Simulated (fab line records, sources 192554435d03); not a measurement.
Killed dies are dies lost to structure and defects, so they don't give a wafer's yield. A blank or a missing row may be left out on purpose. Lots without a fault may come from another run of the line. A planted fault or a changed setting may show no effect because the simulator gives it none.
fab line records | flow n5_finfet
record lots=6 wafers=18 last_day=18
route steps=1938 shown BEOL_M6@1258 BEOL_M7@1263 PASSIVATION@1936
lots that met no fault: from a run of the same line without faults
start_h: hours from the record's first day to the start of the lot's first wafer shown | wait_h: hours since the lot's step before | " the same as in the row above | L1.1+2: a row that stands for several wafers | - no value, or no start given | * or withheld: withheld | < > ~ a bound
route shown NAME@n: a module of which the file shows steps, and the number in the route of the first | usual: mean/standard deviation of fault-free wafers | same: alike in all rows | chamber/n: place in a boat | sites: the reading at each site | _std_site: their standard deviation | _edge_site: outer sites' mean less inner sites' | radius_mm: how far each site lies from the wafer's centre | mask NAME#n: copy n | behind: the tool/chamber that last shaped the wafer | hold: why the lot was held/for how many hours/how that ended | device: the transistor (n, p or np) that didn't switch | end of line: the same wafers' tests at the end of the route | a step without rows: its recipe alone | killed: dies lost to structure and defects at the first sort, not the wafer's yield | map: a wafer's dies, x killed, . not, _ none there
set.NAME: the setting as run; set.NAME@STEP: as run at that earlier step | model.NAME: the simulator's own value behind a step, which no gauge read
lots at some steps of the route; a table a step, a row a wafer
services: from which hour (start_h, from the record's first day; less than 0 if before it) a tool's chamber was out of use, for how many hours, and why
## steps
# step N5_BEOL_M6_THK_MEAS_53
# recipe thk_meas_gauge=xrf reads=Cu_of_BEOL_M6_ECD_50
# usual M6_THK=81.1/2.1
# columns lot.wafer tool chamber start_h wait_h M6_THK[nm]
L323.3 film_metro-01 - 232.27 - 84.4
L323.4 " - " " 81.7
L323.6 " - " " 82.8
L321.1 film_metro-01 - 232.62 - 83.0
L321.5 " - " " 83.3
L321.6 " - " " 82.6
L324.2 film_metro-02 - 249.52 - 79.0
L324.4 " - " " 79.7
L324.6 " - " " 77.7
L325.1 film_metro-01 - 253.08 - 82.1
L325.2 " - " " 83.1
L325.4 " - " " 88.3
L329.1 film_metro-01 - 276.76 - 81.7
L329.3 " - " " 84.7
L329.6 " - " " 79.2
L337.1 film_metro-01 - 344.13 - 78.3
L337.3 " - " " 76.1
L337.5 " - " " 79.3
# step N5_BEOL_M6_PRE_CLEAN_55
# recipe gas=NH3 time_s=15 temp_c=withheld rf_power_w=300
# step N5_BEOL_M6_DEP_56
# recipe material=SiCN target_thk_a=100 temp_c=withheld precursor=3MS/NH3 pressure_torr=3 rf_w=202 time_s=17.5
# usual rf_fwd_power_W=199.0/0.95 showerhead_plenum_p_Torr=3.669/0.012 throttle_valve_pct=9.3/0.48
# columns lot.wafer tool chamber start_h wait_h rf_fwd_power_W showerhead_plenum_p_Torr throttle_valve_pct
L323.3 pecvd-01 1 232.33 0.0 198.2 3.674 10.2
L323.4 " 2 " " 199.9 3.667 9.0
L323.6 " 0 " " 198.5 3.650 9.6
L321.1 pecvd-03 0 232.68 0.0 199.5 3.679 8.6
L321.5 " 1 " " 199.1 3.660 9.2
L321.6 " 2 " " 200.7 3.657 8.4
L324.2 pecvd-03 0 249.58 0.0 200.2 3.675 9.1
L324.4 " 2 " " 200.6 3.653 8.6
L324.6 " 0 " " 199.4 3.669 8.9
L325.1 pecvd-02 2 253.14 0.0 199.8 3.675 9.2
L325.2 " 1 " " 199.8 3.680 9.4
L325.4 " 2 " " 200.1 3.676 9.4
L329.1 pecvd-03 2 276.82 0.0 201.1 3.659 8.6
L329.3 " 0 " " 199.7 3.677 9.2
L329.6 " 2 " " 201.0 3.650 8.2
L337.1 pecvd-01 1 344.19 0.0 199.4 3.671 10.5
L337.3 " 2 " " 199.3 3.674 9.4
L337.5 " 1 " " 198.4 3.675 9.8
# step N5_BEOL_M6_RS_MEAS_57
# recipe thk_meas_gauge=four-point-probe reads=Cu_of_BEOL_M6_ECD_50+Co_of_BEOL_M6_CVD_78+TaN_of_BEOL_M6_ALD_77
# usual M6_RS=0.286/0.0076
# columns lot.wafer tool chamber start_h wait_h M6_RS[ohm/sq]
L323.3 film_metro-01 - 232.40 0.1 0.277
L323.4 " - " " 0.287
L323.6 " - " " 0.283
L321.1 film_metro-01 - 232.75 0.1 0.279
L321.5 " - " " 0.279
L321.6 " - " " 0.282
L324.2 film_metro-02 - 249.65 0.1 0.289
L324.4 " - " " 0.286
L324.6 " - " " 0.295
L325.1 film_metro-01 - 253.21 0.1 0.286
L325.2 " - " " 0.280
L325.4 " - " " 0.262
L329.1 film_metro-02 - 276.89 0.1 0.282
L329.3 " - " " 0.271
L329.6 " - " " 0.294
L337.1 film_metro-02 - 344.26 0.1 0.295
L337.3 " - " " 0.306
L337.5 " - " " 0.292
# step N5_BEOL_M6_INSPECT_58
# recipe inspect_instrument=darkfield mode=post_dep
# usual raw_defect_count=67/22
# columns lot.wafer tool chamber start_h wait_h raw_defect_count
L323.3 defect_inspect-02 - 232.43 0.0 66
L323.4 " - " " 84
L323.6 " - " " 88
L321.1 defect_inspect-02 - 232.78 0.0 76
L321.5 " - " " 54
L321.6 " - " " 84
L324.2 defect_inspect-02 - 249.68 0.0 68
L324.4 " - " " 62
L324.6 " - " " 109
L325.1 defect_inspect-02 - 253.23 0.0 50
L325.2 " - " " 56
L325.4 " - " " 78
L329.1 defect_inspect-02 - 276.91 0.0 115
L329.3 " - " " 83
L329.6 " - " " 121
L337.1 defect_inspect-02 - 344.28 0.0 72
L337.3 " - " " 90
L337.5 " - " " 100
# step N5_BEOL_M7_ILD_DEP_00
# recipe material=SiCOH_lowk target_thk_a=1797.5 temp_c=300 precursor=DEMS/porogen pressure_torr=5 rf_w=500 time_s=33.4
# usual heater_power_outer_w=177/39 heater_power_w=365/52 rf_fwd_power_W=494.8/2.2 showerhead_plenum_p_Torr=5.741/0.019 throttle_valve_pct=13.9/0.53
# columns lot.wafer tool chamber start_h wait_h heater_power_outer_w heater_power_w rf_fwd_power_W showerhead_plenum_p_Torr throttle_valve_pct
L323.3 pecvd-02 0 232.46 0.0 137 309 495.0 5.756 13.7
L323.4 " 2 " " 100 260 495.0 5.749 14.0
L323.6 " 1 " " 200 421 497.0 5.754 14.4
L321.1 pecvd-02 2 232.82 0.0 95 248 496.0 5.755 14.3
L321.5 " 0 " " 149 320 493.9 5.763 14.1
L321.6 " 2 " " 102 249 495.8 5.761 14.1
L324.2 pecvd-02 2 249.72 0.0 86 237 494.5 5.755 13.8
L324.4 " 1 " " 164 377 495.9 5.743 14.6
L324.6 " 1 " " 170 374 493.0 5.730 14.3
L325.1 pecvd-03 2 253.27 0.0 118 287 499.3 5.725 13.2
L325.2 " 1 " " 191 400 494.6 5.732 14.3
L325.4 " 2 " " 121 285 498.8 5.723 13.1
L329.1 pecvd-04 0 276.95 0.0 207 387 495.7 5.729 14.8
L329.3 " 1 " " 208 392 495.2 5.725 13.7
L329.6 " 0 " " 223 415 495.6 5.734 14.6
L337.1 pecvd-04 0 344.32 0.0 244 454 496.2 5.748 14.7
L337.3 " 2 " " 174 394 497.0 5.776 13.2
L337.5 " 0 " " 250 455 497.5 5.734 14.6
# step N5_BEOL_M7_CURE_74
# recipe temp_c=385 time_s=240 ambient=He/Ar material=SiCOH_lowk
# usual lamp_power_pct=52.32/0.051 wafer_temp_C_max=386.6/0.62
# columns lot.wafer tool chamber start_h wait_h lamp_power_pct wafer_temp_C_max
L321.1 uv_cure-03 2 234.69 1.9 52.33 386.4
L321.5 " 2 " " 52.29 385.9
L321.6 " 2 " " 52.36 386.3
L323.3 uv_cure-02 0 234.70 2.2 52.28 386.6
L323.4 " 0 " " 52.47 386.3
L323.6 " 0 " " 52.33 386.5
L324.2 uv_cure-01 2 250.25 0.5 52.34 387.0
L324.4 " 2 " " 52.33 387.2
L324.6 " 2 " " 52.35 386.9
L325.1 uv_cure-01 1 253.33 0.0 52.30 386.1
L325.2 " 1 " " 52.36 386.6
L325.4 " 1 " " 52.40 386.9
L329.1 uv_cure-03 0 277.01 0.0 52.28 385.9
L329.3 " 0 " " 52.26 385.9
L329.6 " 0 " " 52.36 386.0
L337.1 uv_cure-03 1 344.39 0.0 52.39 385.8
L337.3 " 1 " " 52.22 386.3
L337.5 " 1 " " 52.34 386.3
# step N5_BEOL_M7_THK_MEAS_01
# recipe reads=SiCOH_lowk_of_BEOL_M7_ILD_DEP_00
# usual M7_ILD_THK=154.0/2
# columns lot.wafer tool chamber start_h wait_h M7_ILD_THK[nm]
L323.3 film_metro-02 - 235.38 0.5 152.5
L323.4 " - " " 153.2
L323.6 " - " " 151.8
L321.1 film_metro-01 - 235.68 0.8 152.5
L321.5 " - " " 157.1
L321.6 " - " " 155.5
L324.2 film_metro-01 - 250.68 0.4 151.2
L324.4 " - " " 153.5
L324.6 " - " " 153.4
L325.1 film_metro-01 - 253.85 0.4 154.8
L325.2 " - " " 154.8
L325.4 " - " " 157.8
L329.1 film_metro-01 - 277.53 0.4 152.0
L329.3 " - " " 151.8
L329.6 " - " " 153.4
L337.1 film_metro-01 - 344.90 0.4 150.8
L337.3 " - " " 151.1
L337.5 " - " " 152.9
# step N5_BEOL_M7_PECVD_70
# recipe material=SiO2 target_thk_a=200 temp_c=400 precursor=TEOS/O2 pressure_torr=5.5 rf_w=450 teos_flow_sccm=53.8 gas=O2 flow_sccm=3000 time_s=22.7
# step N5_BEOL_M7_HM_DEP_02
# recipe material=TiN target_thk_a=200 temp_c=25 chamber_pressure_pa=0.49996
# step N5_BEOL_M7_COAT_59
# recipe resist=SOC temp_c=250 time_s=60 spin_rpm=1500 resist_thk_nm=100
# step N5_BEOL_M7_COAT_60
# recipe resist=SiARC temp_c=220 time_s=60 spin_rpm=1500 resist_thk_nm=35
# step N5_BEOL_M7_COAT_05
# recipe resist=CAR-ArF spin_rpm=1500 resist_thk_nm=90
# usual spin_speed_rpm=1499.9/1.1
# columns lot.wafer tool chamber start_h wait_h spin_speed_rpm model.CAR-ArF_of_BEOL_M7_COAT_05.thk_nm
L323.3 litho_track-02 0 236.75 - 1498.4 89.4
L323.4 " 0 " " 1498.9 89.2
L323.6 " 0 " " 1500.5 89.4
L321.1 litho_track-05 0 236.77 - 1501.3 90
L321.5 " 0 " " 1500.7 89.8
L321.6 " 0 " " 1500.5 90
L324.2 litho_track-02 0 252.02 - 1727.4 84
L324.4 " 0 " " 1727.6 83.8
L324.6 " 0 " " 1726.9 84
L325.1 litho_track-02 0 256.82 - 1728.5 84.2
L325.2 " 0 " " 1728.3 83.6
L325.4 " 0 " " 1727.6 84
L329.1 litho_track-04 0 277.75 - 1499.5 89.8
L329.3 " 0 " " 1499.2 89.8
L329.6 " 0 " " 1500.4 89.8
L337.1 litho_track-02 0 346.84 - 1500.3 90.2
L337.3 " 0 " " 1500.5 90.2
L337.5 " 0 " " 1498.7 90.2
# step N5_BEOL_M7_EBR_07
# recipe solvent=PGMEA ebr_width_mm=1.5
# step N5_BEOL_M7_SOFTBAKE_06
# recipe temp_c=110 time_s=60 resist=CAR-ArF
# step N5_BEOL_M7_EXPOSE_08
# recipe mask_id=M7 na=1.35 source_shape=dipole sigma_inner=0.817 sigma_outer=0.97 polarization=te dose_mj=68.25
# step N5_BEOL_M7_PEB_09
# recipe peb_temp_c=withheld peb_time_s=60 resist=CAR-ArF
# step N5_BEOL_M7_DEVELOP_10
# recipe develop_time_s=30 developer=TMAH resist=CAR-ArF rinse_liquid=diw dry=air_spin dev_temp_c=23
# step N5_BEOL_M7_CD_MEAS_11
# recipe target_cd_nm=38.5 landing_energy_ev=500 detector=se_inlens polarity=opening
# usual cd_nm=38.6/0.54
# columns lot.wafer tool chamber start_h wait_h cd_nm
L323.3 cd_sem-02 0 237.12 - 38.8
L323.4 " 0 " " 39.7
L323.6 " 0 " " 38.8
L321.1 cd_sem-01 0 237.28 - 39.3
L321.5 " 0 " " 39.5
L321.6 " 0 " " 38.4
L324.2 cd_sem-02 0 252.39 - 38.2
L324.4 " 0 " " 38.1
L324.6 " 0 " " 38.0
L325.1 cd_sem-02 0 257.19 - 39.9
L325.2 " 0 " " 39.0
L325.4 " 0 " " 38.9
L329.1 cd_sem-01 0 278.12 - 39.8
L329.3 " 0 " " 39.1
L329.6 " 0 " " 39.0
L337.1 cd_sem-02 0 347.08 - 39.6
L337.3 " 0 " " 39.3
L337.5 " 0 " " 39.5
# step N5_BEOL_M7_OVL_MEAS_12
# recipe points_per_wafer=44
# usual M7_OVL=-0.2/0.8
# same points_per_wafer=44
# columns lot.wafer tool chamber start_h wait_h M7_OVL[nm]
L323.3 overlay-01 0 237.15 0.0 -0.2
L323.4 " 0 " " -1.7
L323.6 " 0 " " -0.6
L321.1 overlay-01 0 237.31 0.0 -0.4
L321.5 " 0 " " -0.4
L321.6 " 0 " " -1.4
L324.2 overlay-01 0 252.42 0.0 -1.4
L324.4 " 0 " " -2.3
L324.6 " 0 " " -1.4
L325.1 overlay-01 0 257.24 0.0 -0.1
L325.2 " 0 " " 0.7
L325.4 " 0 " " 0.2
L329.1 overlay-01 0 278.15 0.0 0.9
L329.3 " 0 " " 1.0
L329.6 " 0 " " 0.6
L337.1 overlay-02 0 347.11 0.0 0.7
L337.3 " 0 " " 0.2
L337.5 " 0 " " -0.1
# step N5_BEOL_M7_INSPECT_13
# recipe mode=adi inspect_instrument=brightfield
# usual raw_defect_count=381/100
# columns lot.wafer tool chamber start_h wait_h raw_defect_count
L323.3 defect_inspect-02 - 237.17 0.0 320
L323.4 " - " " 476
L323.6 " - " " 488
L321.1 defect_inspect-01 - 237.34 0.0 412
L321.5 " - " " 331
L321.6 " - " " 425
L324.2 defect_inspect-02 - 252.44 0.0 689
L324.4 " - " " 673
L324.6 " - " " 670
L325.1 defect_inspect-02 - 257.26 0.0 251
L325.2 " - " " 453
L325.4 " - " " 400
L329.1 defect_inspect-02 - 278.17 0.0 510
L329.3 " - " " 390
L329.6 " - " " 448
L337.1 defect_inspect-01 - 347.13 0.0 364
L337.3 " - " " 368
L337.5 " - " " 435
# step N5_BEOL_M7_DESCUM_16
# recipe chemistry=O2 time_s=7.9 source_power_w=50 bias_power_w=20 pressure_mtorr=20 rf_frequency_hz=2.712e+07 temp_c=40 resist=CAR-ArF o2_flow_sccm=225
# usual drypump_motor_current_A=5.8/0.53 oes_product_au=0.83/0.083 rf_fwd_power_W=49.42/0.21 rf_vpp_V=244.0/1.3 showerhead_plenum_p_Torr=2.14/0.061 throttle_valve_pct=20.30/0.25
# columns lot.wafer tool chamber start_h wait_h drypump_motor_current_A oes_product_au rf_fwd_power_W rf_hours_counter_h rf_vpp_V showerhead_plenum_p_Torr throttle_valve_pct
L323.3 rie_diel-04 2 237.20 0.0 5.4 0.88 49.61 47 244.3 2.22 20.27
L323.4 " 1 " " 4.7 0.92 49.55 10 243.6 2.15 19.90
L323.6 " 3 " " 5.5 0.87 49.24 - 242.0 2.12 20.01
L321.1 rie_diel-03 0 237.46 0.1 5.9 0.92 49.27 27 246.4 2.22 20.12
L321.5 " 3 " " 6.2 0.88 49.37 - 244.1 2.23 20.46
L321.6 " 0 " " 5.9 0.93 49.18 - 245.5 2.22 20.10
L324.2 rie_diel-03 2 252.48 0.0 5.1 0.68 49.17 250 241.3 1.98 20.70
L324.4 " 1 " " 5.4 0.72 49.37 210 244.7 2.17 20.61
L324.6 " 0 " " 5.9 0.93 49.24 - 246.4 2.22 20.12
L325.1 rie_diel-06 2 257.74 0.5 5.5 0.86 49.20 38 242.9 2.05 19.96
L325.2 " 1 " " 6.8 0.68 49.26 230 243.9 2.14 20.57
L325.4 " 3 " " 6.0 0.75 49.44 166 246.0 2.09 20.30
L329.1 rie_diel-06 1 278.43 0.3 6.7 0.67 49.59 238 244.6 2.14 20.59
L329.3 " 2 " " 5.5 0.86 49.01 45 241.6 2.04 19.95
L329.6 " 3 " " 6.0 0.75 49.30 - 242.7 2.09 20.30
L337.1 rie_diel-06 3 347.47 0.3 6.0 0.73 49.58 198 243.6 2.08 20.33
L337.3 " 2 " " 5.5 0.83 49.08 65 243.5 2.04 19.98
L337.5 " 0 " " 5.9 0.83 49.45 - 244.5 2.15 20.46
# step N5_BEOL_M7_ETCH_61
# recipe chemistry=CF4 target=SiARC target_depth_a=455 mask_material=CAR-ArF time_s=75.8 ion_energy_ev=80 pressure_mtorr=40 source_w=545 bias_w=36 Ar_flow_sccm=100 cf4_flow_sccm=100 ends=cleared
# usual drypump_motor_current_A=5.8/0.53 etch_rf_on_time_s=75.0/1.4 oes_product_au=0.71/0.07 rf_fwd_power_W=539.7/2.1 rf_vpp_V=184.6/1.1 showerhead_plenum_p_Torr=2.19/0.059 throttle_valve_pct=15.47/0.24
# columns lot.wafer tool chamber start_h wait_h drypump_motor_current_A etch_rf_on_time_s oes_product_au rf_fwd_power_W rf_hours_counter_h rf_vpp_V showerhead_plenum_p_Torr throttle_valve_pct model.CAR-ArF_of_BEOL_M7_COAT_05.thk_nm
L323.3 rie_diel-04 2 237.24 0.0 5.4 72.6 0.76 541.5 47 186.0 2.26 15.41 50.2
L323.4 " 1 " " 4.7 74.7 0.79 540.6 10 183.7 2.19 15.01 50
L323.6 " 3 " " 5.5 75.1 0.73 535.8 - 183.5 2.18 15.26 50.2
L321.1 rie_diel-03 0 237.49 0.0 5.9 74.0 0.79 536.1 27 186.5 2.27 15.31 50.8
L321.5 " 3 " " 6.2 74.8 0.75 539.0 - 184.9 2.27 15.57 50.6
L321.6 " 0 " " 5.9 74.4 0.79 535.8 - 185.1 2.27 15.32 50.8
L324.2 rie_diel-03 2 252.51 0.0 5.1 78.5 0.57 538.7 250 181.8 2.04 15.90 45
L324.4 " 1 " " 5.4 77.1 0.61 540.8 210 184.6 2.20 15.71 44.8
L324.6 " 0 " " 5.9 74.0 0.79 540.6 - 185.5 2.27 15.33 45
L325.1 rie_diel-06 2 257.77 0.0 5.5 74.2 0.75 536.7 38 183.7 2.10 15.19 45
L325.2 " 1 " " 6.8 76.2 0.58 541.0 230 184.3 2.20 15.88 44.6
L325.4 " 3 " " 6.0 73.8 0.65 540.7 167 184.5 2.14 15.57 45
L329.1 rie_diel-06 1 278.46 0.0 6.7 76.4 0.57 540.4 238 185.8 2.19 15.90 50.6
L329.3 " 2 " " 5.5 74.7 0.74 537.8 45 185.4 2.10 15.18 50.6
L329.6 " 3 " " 6.0 75.4 0.64 542.4 - 183.3 2.14 15.59 50.6
L337.1 rie_diel-06 3 347.50 0.0 6.0 73.9 0.63 540.3 198 185.5 2.13 15.62 51.2
L337.3 " 2 " " 5.5 73.3 0.72 537.1 65 183.5 2.09 15.23 51
L337.5 " 0 " " 5.9 76.9 0.71 539.4 - 186.0 2.16 15.43 51
# step N5_BEOL_M7_ETCH_62
# recipe chemistry=N2/H2 target=SOC target_depth_a=1100 overetch_a=220 mask_material=SiARC temp_c=40 time_s=165 ion_energy_ev=200 pressure_mtorr=30 source_w=840 bias_w=150 n2_flow_sccm=200 h2_flow_sccm=200
# usual drypump_motor_current_A=5.8/0.53 h2_flow_sccm=200.1/0.62 oes_product_au=0.70/0.066 rf_fwd_power_W=837.3/2.6 rf_vpp_V=525.5/2.2 showerhead_plenum_p_Torr=2.61/0.071 throttle_valve_pct=17.72/0.27
# columns lot.wafer tool chamber start_h wait_h drypump_motor_current_A h2_flow_sccm oes_product_au rf_fwd_power_W rf_hours_counter_h rf_vpp_V showerhead_plenum_p_Torr throttle_valve_pct
L323.3 rie_diel-04 2 237.30 0.0 5.4 200.2 0.73 839.6 47 528.0 2.69 17.71
L323.4 " 1 " " 4.7 199.9 0.78 835.5 10 525.1 2.61 17.36
L323.6 " 3 " " 5.5 199.7 0.71 834.6 - 524.1 2.60 17.50
L321.1 rie_diel-03 0 237.55 0.0 5.9 200.3 0.78 834.4 27 527.4 2.69 17.45
L321.5 " 3 " " 6.2 200.8 0.73 840.7 - 528.3 2.72 17.85
L321.6 " 0 " " 5.9 199.6 0.78 838.1 - 528.9 2.69 17.44
L324.2 rie_diel-03 2 252.57 0.0 5.1 199.0 0.58 840.1 250 521.0 2.40 17.96
L324.4 " 1 " " 5.4 200.9 0.62 838.7 210 526.4 2.64 18.16
L324.6 " 0 " " 5.9 199.7 0.77 835.6 - 529.0 2.68 17.46
L325.1 rie_diel-06 2 257.83 0.0 5.4 200.0 0.73 837.1 38 522.5 2.50 17.40
L325.2 " 1 " " 6.7 198.9 0.58 838.9 230 526.2 2.63 18.25
L325.4 " 3 " " 6.0 199.9 0.63 836.5 167 523.7 2.55 17.74
L329.1 rie_diel-06 1 278.52 0.0 6.8 201.1 0.57 839.2 238 525.4 2.62 18.25
L329.3 " 2 " " 5.5 200.5 0.71 837.4 45 522.8 2.50 17.41
L329.6 " 3 " " 6.0 199.5 0.64 837.7 - 525.1 2.55 17.77
L337.1 rie_diel-06 3 347.56 0.0 6.0 199.9 0.62 835.2 198 522.9 2.54 17.82
L337.3 " 2 " " 5.5 200.2 0.70 840.5 65 521.2 2.49 17.46
L337.5 " 0 " " 5.9 201.1 0.70 835.2 - 525.5 2.59 17.76
# step N5_PASSIVATION_PROBE_49
# usual defect_limited_yield=91.5/1.5 killed_at_M0_to_M3=30/11 killed_at_M4_up=13/4.9 killed_at_contacts=14/6.5 killed_at_front_end=40/11 killed_at_other=3.3/2.7 killed_dies=100/18 killed_open=67/14 killed_short=32/7.8 sort_bin_5_function=5.0/0.97 sort_bin_6_memory=3.2/0.75 sort_bin_8_speed=0.00/0.01 sort_n_pass=1080/18 sort_yield_pct=91.5/1.5
# same gross_dies=1180 killed_at_back_side=0 sort_bin_4_leakage[%]=0
# columns lot.wafer tool chamber start_h wait_h defect_limited_yield[%] killed_at_M0_to_M3 killed_at_M4_up killed_at_contacts killed_at_front_end killed_at_other killed_dies killed_open killed_short sort_bin_5_function[%] sort_bin_6_memory[%] sort_bin_8_speed[%] sort_n_pass sort_yield_pct[%]
L321.5 prober-01 - 316.34 0.2 89.0 75 9 11 31 4 130 91 39 6.7 3.8 0 1050 89.0
L323.3 prober-01 - 327.11 0.1 92.5 30 13 10 29 6 88 57 31 4.2 3.1 0 1092 92.5
L323.4 prober-01 - 327.16 0.2 91.1 24 21 9 49 2 105 60 40 5.4 2.4 0 1075 91.1
L323.6 prober-01 - 327.26 0.3 92.5 20 7 20 36 5 88 60 28 4.2 2.8 0 1092 92.5
L325.1 prober-01 - 332.84 0.0 88.8 25 21 14 67 5 132 77 55 6.6 4.0 0 1048 88.8
L325.2 prober-01 - 332.89 0.1 89.4 39 12 19 53 2 125 74 51 6.3 3.9 0 1055 89.4
L325.4 prober-01 - 332.99 0.2 92.1 22 17 17 32 5 93 59 34 3.7 3.5 0 1087 92.1
L324.2 prober-02 - 333.26 0.1 91.3 22 10 14 54 3 103 65 37 4.8 3.6 0.08 1076 91.2
L324.4 prober-02 - 333.36 0.2 90.8 35 13 9 49 3 109 73 36 5.1 3.9 0 1071 90.8
L324.6 prober-02 - 333.46 0.3 90.2 23 10 15 65 3 116 74 42 5.8 3.6 0 1064 90.2
L329.1 prober-02 - 365.92 0.0 89.7 35 9 13 60 4 121 77 43 5.4 4.7 0 1059 89.7
L329.3 prober-02 - 366.02 0.1 91.7 39 8 8 43 0 98 68 30 3.7 4.3 0 1082 91.7
L329.6 prober-02 - 366.17 0.3 90.5 40 10 28 31 3 112 79 33 5.1 4.3 0 1068 90.5
# killed by level:class
L321.5 BEOL_M1:geometric_particle:open=18 BEOL_M0_SAQP:geometric_particle:open=15 BEOL_M0_SAQP:geometric_particle:short=14 BEOL_M2:geometric_particle:open=10 BEOL_M3:geometric_particle:open=10 STI_FIN_REVEAL:geometric_particle:open=9 MOL_CONTACT_COAG:geometric_particle:open=9 GATE_CUT:geometric_particle:open=6
L323.3 BEOL_M2:geometric_particle:open=11 FIN_SAQP:geometric_particle:short=9 MOL_CONTACT_COAG:geometric_particle:open=9 BEOL_M1:geometric_particle:open=5 BEOL_M4:geometric_particle:open=5 FIN_SAQP:geometric_particle:open=4 STI_FIN_REVEAL:geometric_particle:open=4 BEOL_M0_SAQP:geometric_particle:short=4
L323.4 FIN_SAQP:geometric_particle:short=11 BEOL_M4:geometric_particle:open=8 STI_FIN_REVEAL:geometric_particle:open=7 DUMMY_GATE:geometric_particle:open=7 BEOL_M2:geometric_particle:open=7 MOL_CONTACT_COAG:geometric_particle:open=6 BEOL_M0_SAQP:geometric_particle:short=5 STARTING-WAFER:geometric_particle:open=5
L323.6 STI_FIN_REVEAL:geometric_particle:open=14 MOL_CONTACT_COAG:geometric_particle:open=14 BEOL_M2:geometric_particle:open=11 MOL_CONTACT_COAG:geometric_particle:short=6 FIN_SAQP:geometric_particle:short=4 SPACER0:geometric_particle:open=3 BEOL_M0_SAQP:geometric_particle:short=3 BEOL_M4:geometric_particle:open=3
L325.1 FIN_SAQP:geometric_particle:short=17 STI_FIN_REVEAL:geometric_particle:open=12 MOL_CONTACT_COAG:geometric_particle:open=12 GATE_CUT:geometric_particle:short=9 FIN_SAQP:geometric_particle:open=7 BEOL_M1:geometric_particle:open=7 BEOL_M0_SAQP:geometric_particle:open=6 BEOL_M0_SAQP:geometric_particle:short=6
L325.2 FIN_SAQP:geometric_particle:short=17 MOL_CONTACT_COAG:geometric_particle:open=15 BEOL_M0_SAQP:geometric_particle:short=13 STI_FIN_REVEAL:geometric_particle:open=9 BEOL_M0_SAQP:geometric_particle:open=9 BEOL_M3:geometric_particle:open=9 FIN_SAQP:geometric_particle:open=7 GATE_CUT:geometric_particle:short=7
L325.4 MOL_CONTACT_COAG:geometric_particle:open=16 FIN_SAQP:geometric_particle:short=7 STI_FIN_REVEAL:geometric_particle:open=7 BEOL_M0_SAQP:geometric_particle:open=7 BEOL_M7:geometric_particle:open=6 BEOL_M0_SAQP:geometric_particle:short=5 FIN_SAQP:geometric_particle:open=3 GATE_CUT:geometric_particle:short=3
L324.2 FIN_SAQP:geometric_particle:open=16 MOL_CONTACT_COAG:geometric_particle:open=10 BEOL_M1:geometric_particle:open=8 FIN_SAQP:geometric_particle:short=7 STI_FIN_REVEAL:geometric_particle:open=6 ILD0:geometric_particle:short=5 GATE_CUT:geometric_particle:open=5 BEOL_M0_SAQP:geometric_particle:short=5
L324.4 FIN_SAQP:geometric_particle:open=24 FIN_SAQP:geometric_particle:short=17 BEOL_M2:geometric_particle:open=15 BEOL_M1:geometric_particle:open=8 MOL_CONTACT_COAG:geometric_particle:short=7 BEOL_M0_SAQP:geometric_particle:short=5 BEOL_M5:geometric_particle:open=4 STI_FIN_REVEAL:geometric_particle:open=4
L324.6 FIN_SAQP:geometric_particle:open=34 FIN_SAQP:geometric_particle:short=17 MOL_CONTACT_COAG:geometric_particle:open=10 BEOL_M0_SAQP:geometric_particle:short=9 MOL_CONTACT_COAG:geometric_particle:short=5 BEOL_M3:geometric_particle:open=5 BEOL_M4:geometric_particle:open=5 STI_FIN_REVEAL:geometric_particle:open=4
L329.1 FIN_SAQP:geometric_particle:open=18 FIN_SAQP:geometric_particle:short=12 STI_FIN_REVEAL:geometric_particle:open=12 BEOL_M1:geometric_particle:open=10 MOL_CONTACT_COAG:geometric_particle:open=9 BEOL_M0_SAQP:geometric_particle:short=9 DUMMY_GATE:geometric_particle:open=5 MOL_CONTACT_COAG:geometric_particle:short=4
L329.3 FIN_SAQP:geometric_particle:open=18 BEOL_M0_SAQP:geometric_particle:open=11 FIN_SAQP:geometric_particle:short=9 BEOL_M2:geometric_particle:open=9 BEOL_M0_SAQP:geometric_particle:short=7 BEOL_M1:geometric_particle:open=6 MOL_CONTACT_COAG:geometric_particle:open=5 STI_FIN_REVEAL:geometric_particle:open=4
L329.6 MOL_CONTACT_COAG:geometric_particle:open=23 BEOL_M2:geometric_particle:open=10 FIN_SAQP:geometric_particle:open=9 BEOL_M0_SAQP:geometric_particle:open=7 FIN_SAQP:geometric_particle:short=6 MOL_CONTACT_COAG:geometric_particle:short=5 BEOL_M0_SAQP:geometric_particle:short=5 BEOL_M3:geometric_particle:open=5
## services
# columns tool chamber start_h hours kind
uv_cure-01 - 212.44 24.9 pm
rie_diel-03 1 231.32 3.0 repair
pecvd-03 - 231.62 0.9 repair
pecvd-02 0 234.62 16.0 repair
uv_cure-01 - 237.34 5.0 pm
rie_diel-06 2 238.25 3.6 repair
uv_cure-01 - 244.91 2.1 pm
rie_diel-03 2 254.58 - clean
rie_diel-03 2 254.58 - consumable_replace:focus_ring
rie_diel-03 2 254.58 - consumable_replace:showerhead
pecvd-01 0 267.38 19.8 repair
rie_diel-04 - 275.75 2.8 pm
pecvd-04 - 279.00 2.8 pm
uv_cure-01 - 288.05 2.8 pm
pecvd-02 - 291.96 6.0 pm
rie_diel-03 0 295.00 6.5 repair
pecvd-02 1 306.84 14.1 repair
rie_diel-06 2 321.04 7.1 repair
rie_diel-06 1 328.31 - clean
rie_diel-06 1 328.31 - consumable_replace:focus_ring
rie_diel-06 1 328.31 20.0 scheduled_down
rie_diel-06 1 328.31 20.0 vent_cycle
pecvd-03 2 333.14 18.1 repair
pecvd-02 - 339.29 5.5 pm
## key
first_sign step=N5_BEOL_M7_COAT_05 reading=spin_speed_rpm direction=up sigmas=99+ usual=* struck=*
effect none on later readings
model_effect step=N5_BEOL_M7_COAT_05 value=CAR-ArF_of_BEOL_M7_COAT_05.thk_nm without=90.1 struck=83.93
model_effect step=N5_BEOL_M7_ETCH_61 value=CAR-ArF_of_BEOL_M7_COAT_05.thk_nm without=51.03 struck=44.9
met_at N5_BEOL_M7_COAT_05
struck_wafers L324.2,L324.4,L324.6,L325.1,L325.2,L325.4
onset_between 236.75 252.02
fault kind=process_parameter_drift tool=litho_track-02 chamber=- onset_h=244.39 steps=N5_BEOL_M7_COAT_05 channel=spin_rpm offset=* shape=step end_h=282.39 acts_in=* stated=*
